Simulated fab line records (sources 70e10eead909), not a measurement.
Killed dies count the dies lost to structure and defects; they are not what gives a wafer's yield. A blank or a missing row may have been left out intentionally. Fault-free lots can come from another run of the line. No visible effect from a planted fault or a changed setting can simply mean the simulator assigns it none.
Chamber matching / flow nand-harc / pecvd-03 running NHARC_A_M0_DEP_32: 3 sister chambers
The step deposits SiCN, target thk 30 nm. 16 wafers are shown with their chamber, then 8 later ones without.

== WAFERS PAIRED WITH THEIR CHAMBERS ==
wafer=L078.1; chamber=1; heater-power-w (W)=520
wafer=L078.2; chamber=2; heater-power-w (W)=678
wafer=L078.5; chamber=2; heater-power-w (W)=544
wafer=L081.2; chamber=0; heater-power-w (W)=682
wafer=L081.4; chamber=2; heater-power-w (W)=661
wafer=L081.6; chamber=1; heater-power-w (W)=464
wafer=L084.1; chamber=1; heater-power-w (W)=541
wafer=L084.2; chamber=0; heater-power-w (W)=578
wafer=L084.3; chamber=2; heater-power-w (W)=579
wafer=L091.3; chamber=0; heater-power-w (W)=689
wafer=L091.4; chamber=0; heater-power-w (W)=689
wafer=L091.6; chamber=1; heater-power-w (W)=498
wafer=L088.1; chamber=1; heater-power-w (W)=465
wafer=L088.4; chamber=0; heater-power-w (W)=703
wafer=L088.6; chamber=1; heater-power-w (W)=467
wafer=L090.1; chamber=0; heater-power-w (W)=603

SIGNATURES (means of the wafers above)
reading=heater-power-w; chamber 0=657.33; chamber 1=492.50; chamber 2=615.50; scatter within a chamber=49.4
Rule: a wafer lies at a distance from a chamber equal to the root of the sum of squares, over the readings, of (its reading less the chamber's mean, divided by the reading's scatter). The wafer belongs to the nearest chamber; if the next one is less than 2 further off, it can't be placed. How the scatter is found: for the shown wafers, subtract from each reading the mean of its chamber, square and add these, divide the total by (wafers less chambers), then take the root.

== WAFERS MISSING THEIR CHAMBER ==
wafer=L090.3; heater-power-w (W)=502
wafer=L090.6; heater-power-w (W)=629
wafer=L094.1; heater-power-w (W)=660
wafer=L094.3; heater-power-w (W)=540
wafer=L094.4; heater-power-w (W)=480
wafer=L095.1; heater-power-w (W)=534
wafer=L095.3; heater-power-w (W)=540
wafer=L095.4; heater-power-w (W)=539

== THE CHAMBER EACH PASSED THROUGH ==
wafer=L090.3; from the rows above=1; in truth=1
wafer=L090.6; from the rows above=can't be placed: 2 or 0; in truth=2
wafer=L094.1; from the rows above=can't be placed: 0 or 2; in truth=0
wafer=L094.3; from the rows above=can't be placed: 1 or 2 or 0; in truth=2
wafer=L094.4; from the rows above=1; in truth=1
wafer=L095.1; from the rows above=can't be placed: 1 or 2 or 0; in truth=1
wafer=L095.3; from the rows above=can't be placed: 1 or 2 or 0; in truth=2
wafer=L095.4; from the rows above=can't be placed: 1 or 2 or 0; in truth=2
2 of 8 placed correctly. Cannot be placed on the basis of these rows: 6; the candidates contain the true chamber in 6. 0 placed wrongly.
